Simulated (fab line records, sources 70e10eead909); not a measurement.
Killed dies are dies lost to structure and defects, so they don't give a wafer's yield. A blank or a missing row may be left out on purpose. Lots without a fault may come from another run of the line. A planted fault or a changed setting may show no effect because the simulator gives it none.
Which tool did it? | flow nand_harc | 12 lots, 36 wafers sampled, at 6 steps of a route of 1302

WHAT THE GAUGES READ, wafer by wafer
NHARC_A_ONON_D1_THK_MEAS_30: measures by ellipsometry. Usual: thk_nm 1001 nm, standard deviation 7.5.
lot  | measured     | on            | thk_nm (nm)    | flag
L214 | day 8 12:26  | film_metro-01 | 1005 1003 1002 |
L213 | day 8 12:27  | film_metro-02 | 1000 1000 999  |
L215 | day 9 00:32  | film_metro-02 | 1014 1013 1012 |
L216 | day 10 01:36 | film_metro-01 | 1006 1006 1005 |
L218 | day 10 14:31 | film_metro-01 | 1012 1013 1013 |
L222 | day 12 07:56 | film_metro-01 | 995 994 995    |
L225 | day 12 23:56 | film_metro-02 | 1007 1009 1009 |
L229 | day 14 16:16 | film_metro-02 | 1566 1564 1566 | OFF
L230 | day 15 17:16 | film_metro-02 | 1557 1555 1557 | OFF
L233 | day 16 22:17 | film_metro-01 | 994 993 990    |
L235 | day 17 11:26 | film_metro-01 | 1011 1011 1011 |
L236 | day 17 15:48 | film_metro-02 | 1006 1007 1008 |

NHARC_A_CHANNEL_HOLE_D1_INSPECT_12. Usual: raw_defect_count 5.5, standard deviation 2.6.
lot  | measured     | on                | raw_defect_count | flag
L214 | day 8 19:13  | defect_inspect-02 | 3 3 0            |
L213 | day 8 19:31  | defect_inspect-02 | 4 0 4            |
L215 | day 9 07:02  | defect_inspect-01 | 6 8 5            |
L216 | day 10 05:25 | defect_inspect-02 | 10 8 9           |
L218 | day 10 18:17 | defect_inspect-02 | 6 5 9            |
L222 | day 12 11:14 | defect_inspect-01 | 8 4 4            |
L225 | day 13 05:29 | defect_inspect-02 | 5 0 5            |
L233 | day 17 07:31 | defect_inspect-02 | 4 3 6            |
L235 | day 17 16:37 | defect_inspect-02 | 2 4 6            |
L236 | day 17 21:09 | defect_inspect-02 | 9 4 1            |

NHARC_END_SORT_01. Usual: killed_at_array 59, standard deviation 21; killed_at_other 1.0, standard deviation 1.1; killed_at_periphery 4.0, standard deviation 2.6; killed_dies 64, standard deviation 21; killed_open 3.2, standard deviation 1.7; killed_short 2.5, standard deviation 1.5.
lot  | measured     | on        | killed_at_array | killed_at_other | killed_at_periphery | killed_dies | killed_open | killed_short | flag
L229 | day 30 09:40 | prober-02 | 674 670 671     | 0 1 1           | 3 6 5               | 677 677 677 | 3 3 2       | 0 1 2        | OFF
L230 | day 32 20:26 | prober-01 | 669 676 669     | 3 1 0           | 5 0 8               | 677 677 677 | 4 4 0       | 4 1 1        | OFF

WHICH TOOL RAN EACH LOT (tool, then ch and the chambers of the sampled wafers, then the start)
lot  | NHARC_A_ONON_D1_DEP_28           | NHARC_A_CHANNEL_HOLE_D1_ETCH_39               | NHARC_A_CHANNEL_HOLE_D1_ETCH_19
L214 | pecvd_onon-03 ch 0, day 8 11:59  | rie_diel-07 ch 0,2, day 8 20:40 or earlier    | har_etch-02 ch 0, day 8 20:40
L213 | pecvd_onon-02 ch 0, day 8 12:00  | rie_diel-09 ch 0,1,3, day 8 23:01 or earlier  | har_etch-01 ch 0,1, day 8 23:01
L215 | pecvd_onon-03 ch 0, day 9 00:02  | rie_diel-12 ch 0,1,3, day 9 08:17 or earlier  | har_etch-01 ch 0,1, day 9 08:17
L216 | pecvd_onon-03 ch 0, day 10 01:05 | rie_diel-07 ch 0,1,2, day 10 07:15 or earlier | har_etch-02 ch 0,1, day 10 07:15
L218 | pecvd_onon-04 ch 0, day 10 14:04 | rie_diel-12 ch 0,1, day 10 19:32 or earlier   | har_etch-01 ch 0,1, day 10 19:32
L222 | pecvd_onon-02 ch 0, day 12 07:25 | rie_diel-07 ch 0,1,3, day 12 12:29 or earlier | har_etch-02 ch 1, day 12 12:29
L225 | pecvd_onon-02 ch 0, day 12 23:25 | rie_diel-12 ch 0,1,2, day 13 08:53 or earlier | har_etch-02 ch 0,1, day 13 08:53
L229 | pecvd_onon-04 ch 0, day 14 15:45 | -                                             | -
L230 | pecvd_onon-04 ch 0, day 15 16:46 | -                                             | -
L233 | pecvd_onon-03 ch 0, day 16 21:47 | rie_diel-12 ch 0,2,3, day 17 13:48 or earlier | har_etch-02 ch 0,1, day 17 13:48
L235 | pecvd_onon-02 ch 0, day 17 10:55 | rie_diel-07 ch 0,1,3, day 17 22:06 or earlier | har_etch-02 ch 0,1, day 17 22:06
L236 | pecvd_onon-03 ch 0, day 17 15:17 | rie_diel-07 ch 0,1, day 18 02:16 or earlier   | har_etch-02 ch 0,1, day 18 02:16
- NHARC_A_ONON_D1_DEP_28: target thk 1000 nm.
- NHARC_A_CHANNEL_HOLE_D1_ETCH_39: etches the open film in N2/H2, target depth 260 nm, time 325 s.
- NHARC_A_CHANNEL_HOLE_D1_ETCH_19: etches the open film in C4F8/O2/Ar, time 34.5 s.

WHAT THE TOOLS THEMSELVES READ (means of the sampled wafers that have a number; where no wafer has one, the mark that the record gives instead)
NHARC_A_CHANNEL_HOLE_D1_ETCH_39. Usual: chamber_pressure_mTorr 29.998 mTorr, standard deviation 0.022; drypump_motor_current_A 5.8 A, standard deviation 0.48; oes_product_au 1.003 a.u., standard deviation 0.015; rf_vpp_V 431.2 V, standard deviation 1.6; showerhead_plenum_p_Torr 2.06 Torr, standard deviation 0.048; throttle_valve_pct 14.172 %, standard deviation 0.0091.
lot  | tool        | chamber_pressure_mTorr (mTorr) | drypump_motor_current_A (A) | oes_product_au (a.u.) | rf_vpp_V (V) | showerhead_plenum_p_Torr (Torr) | throttle_valve_pct (%) | flag
L214 | rie_diel-07 | 30.013                         | 6.2                         | 0.999                 | 431.4        | 2.08                            | 14.178                 |
L213 | rie_diel-09 | 30.006                         | 5.8                         | 1.008                 | 432.9        | 2.12                            | 14.173                 |
L215 | rie_diel-12 | 29.997                         | 6.1                         | 0.995                 | 429.8        | 1.99                            | 14.169                 |
L216 | rie_diel-07 | 30.012                         | 5.8                         | 1.001                 | 431.6        | 2.08                            | 14.179                 |
L218 | rie_diel-12 | 30.005                         | 6.5                         | 1.008                 | 426.9        | 1.96                            | 14.176                 |
L222 | rie_diel-07 | 30.019                         | 5.6                         | 0.990                 | 431.4        | 2.08                            | 14.166                 |
L225 | rie_diel-12 | 29.990                         | 6.3                         | 1.014                 | 428.8        | 1.98                            | 14.169                 |
L233 | rie_diel-12 | 29.997                         | 6.0                         | 1.008                 | 428.2        | 1.97                            | 14.175                 |
L235 | rie_diel-07 | 29.995                         | 5.6                         | 1.013                 | 432.2        | 2.08                            | 14.161                 |
L236 | rie_diel-07 | 29.986                         | 5.5                         | 1.017                 | 431.7        | 2.09                            | 14.166                 |

NHARC_A_CHANNEL_HOLE_D1_ETCH_19. Usual: chamber_pressure_mTorr 15.000 mTorr, standard deviation 0.014; drypump_motor_current_A 5.6 A, standard deviation 0.58; he_backside_leak_sccm 5.9 sccm, standard deviation 0.65; o2_flow_sccm 96.2 sccm, standard deviation 0.34; showerhead_plenum_p_Torr 3.749 Torr, standard deviation 0.026; throttle_valve_pct 37.038 %, standard deviation 0.0097.
lot  | tool        | chamber_pressure_mTorr (mTorr) | drypump_motor_current_A (A) | he_backside_leak_sccm (sccm) | o2_flow_sccm (sccm) | showerhead_plenum_p_Torr (Torr) | throttle_valve_pct (%) | flag
L214 | har_etch-02 | 15.015                         | 6.4                         | 5.7                          | 96.1                | 3.809                           | 37.038                 |
L213 | har_etch-01 | 14.997                         | 5.6                         | 6.1                          | 95.9                | 3.779                           | 37.036                 |
L215 | har_etch-01 | 15.005                         | 5.7                         | 5.4                          | 95.9                | 3.776                           | 37.040                 |
L216 | har_etch-02 | 14.995                         | 5.9                         | 5.7                          | 96.3                | 3.785                           | 37.035                 |
L218 | har_etch-01 | 15.003                         | 5.7                         | 5.5                          | 96.3                | 3.765                           | 37.031                 |
L222 | har_etch-02 | 15.008                         | 4.8                         | 6.2                          | 96.2                | 3.746                           | 37.031                 |
L225 | har_etch-02 | 15.007                         | 5.3                         | 6.2                          | 96.7                | 3.750                           | 37.038                 |
L233 | har_etch-02 | 15.000                         | 5.9                         | 5.0                          | 96.4                | 3.737                           | 37.037                 |
L235 | har_etch-02 | 14.999                         | 5.9                         | 5.1                          | 96.0                | 3.733                           | 37.028                 |
L236 | har_etch-02 | 14.993                         | 5.9                         | 5.1                          | 96.3                | 3.730                           | 37.040                 |

THE ANSWER, worked out from the rows above alone
Rule: a lot is off if the mean of its wafers that have a number lies more than 3 standard deviations from the usual mean. A lot without any number at a reading at which 4 lots or more have one is off too. The other lots that the step has rows for count as sound. The gauges are gone through in route order, then the tools' own readings, and for those a lot's mean is taken as printed above. The first step at which some lot is off is used, and at that step the reading that is off furthest; a lot without a number counts as furthest.
Off: L229, L230, at NHARC_A_ONON_D1_THK_MEAS_30 (thk_nm).
A tool fits if, at a process step before that reading, it ran every lot that is off, and no sound lot after the first of them. The gauges at NHARC_A_ONON_D1_THK_MEAS_30 aren't tried: what is off there is off at NHARC_END_SORT_01 too, on other tools, and a gauge's error can't cause that. One fits: pecvd_onon-04 at NHARC_A_ONON_D1_DEP_28. Its last sound lot is L218 (day 10 14:04), its first lot that is off L229 (day 14 15:45): a fault that began between those two fits.

WHAT THE SIMULATOR HAD PUT IN
Process parameter drift: pecvd_onon-04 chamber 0, from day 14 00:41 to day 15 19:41, at NHARC_A_ONON_D1_DEP_28. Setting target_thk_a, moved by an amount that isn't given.
Lots struck among those shown: L229, L230. The rule above found the same.
